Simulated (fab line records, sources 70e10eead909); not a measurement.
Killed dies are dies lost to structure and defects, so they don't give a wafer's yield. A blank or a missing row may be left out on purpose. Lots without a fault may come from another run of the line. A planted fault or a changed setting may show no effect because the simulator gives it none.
Chamber matching | flow nand_harc | NHARC_A_STAIRCASE_DESCUM_219 on rie_diel-08: 4 sister chambers
The step chemistry O2, time 3 s. 4 wafers are shown with their chamber, then 9 later ones without.

WAFERS WITH THEIR CHAMBER
wafer  | chamber | showerhead_plenum_p_Torr (Torr)
L078.2 | 2       | 1.95
L084.1 | 3       | 1.82
L084.4 | 1       | 1.85
L084.5 | 0       | 1.91

WAFERS WITHOUT THEIR CHAMBER
wafer  | showerhead_plenum_p_Torr (Torr)
L085.1 | 1.94
L085.2 | 1.91
L085.4 | 1.82
L087.3 | 1.82
L087.5 | 1.82
L087.6 | 1.94
L094.1 | 1.85
L094.2 | 1.94
L094.3 | 1.82

WHICH CHAMBER EACH WENT THROUGH
wafer  | from the rows above | in truth
L085.1 | 2                   | 2
L085.2 | 0                   | 0
L085.4 | 3                   | 3
L087.3 | 3                   | 3
L087.5 | 3                   | 3
L087.6 | 2                   | 2
L094.1 | 1                   | 1
L094.2 | 2                   | 2
L094.3 | 3                   | 3
Placed correctly: 9 of 9. Can't be placed from these rows: 0. Placed wrongly: 0.
How it was worked out, from the rows above alone: a wafer's distance from a chamber is the root of the sum, over the readings, of the square of ((its reading less the chamber's mean) divided by the reading's scatter). The wafer belongs to the nearest chamber; if the next one is less than 2 further off, it can't be placed. A chamber's mean is the mean of its shown wafers. The scatter: with one shown wafer a chamber, the root of the mean of the squares of how far each hidden wafer lies from its nearest shown one.
